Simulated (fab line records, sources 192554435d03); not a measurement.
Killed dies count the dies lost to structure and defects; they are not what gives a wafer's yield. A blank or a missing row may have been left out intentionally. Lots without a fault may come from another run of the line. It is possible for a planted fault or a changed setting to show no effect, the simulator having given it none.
Chamber matching + flow n5 finfet + 3 sister chambers for N5_BEOL_M9_ILD_DEP_00 on pecvd-04
The step deposits SiCOH lowk from DEMS/porogen, target thk 308.51 nm, time 58 s. 6 wafers are shown with their chamber, then 8 later ones without.

EACH WAFER AND ITS CHAMBER
| wafer  | chamber | heater power w (W) | showerhead plenum p Torr (Torr) |
|--------|---------|--------------------|---------------------------------|
| L077.4 | 0       | 277                | 5.731                           |
| L077.6 | 2       | 326                | 5.722                           |
| L080.3 | 1       | 241                | 5.721                           |
| L080.4 | 1       | 248                | 5.728                           |
| L080.5 | 0       | 243                | 5.737                           |
| L081.1 | 2       | 351                | 5.726                           |

WAFERS MISSING THEIR CHAMBER
| wafer  | heater power w (W) | showerhead plenum p Torr (Torr) |
|--------|--------------------|---------------------------------|
| L081.5 | 256                | 5.747                           |
| L081.6 | 279                | 5.720                           |
| L087.3 | 291                | 5.716                           |
| L087.4 | 288                | 5.753                           |
| L087.5 | 300                | 5.726                           |
| L090.1 | 284                | 5.707                           |
| L090.2 | 316                | 5.721                           |
| L090.3 | 275                | 5.732                           |

WHICH CHAMBER EACH WENT THROUGH
| wafer  | from the rows above          | in truth |
|--------|------------------------------|----------|
| L081.5 | 0                            | 0        |
| L081.6 | can't be placed: 1 or 2 or 0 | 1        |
| L087.3 | can't be placed: 2 or 1 or 0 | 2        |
| L087.4 | 0                            | 0        |
| L087.5 | can't be placed: 2 or 0 or 1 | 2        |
| L090.1 | can't be placed: 1 or 2 or 0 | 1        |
| L090.2 | 2                            | 2        |
| L090.3 | can't be placed: 0 or 1      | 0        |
Correct placement for 3 of the 8. Cannot be placed on the basis of these rows: 5; the candidates contain the true chamber in 5. 0 placed wrongly.
How it was worked out, from the rows above alone: a wafer's distance from a chamber is the root of the sum, over the readings, of the square of ((its reading less the chamber's mean) divided by the reading's scatter). The wafer belongs to the nearest chamber; if the next one is less than 2 further off, it can't be placed. Each chamber's mean is taken over the wafers shown for it. The scatter: take each reading less its chamber's mean, square it, sum over the shown wafers, divide by the number of wafers less the number of chambers, and take the root.
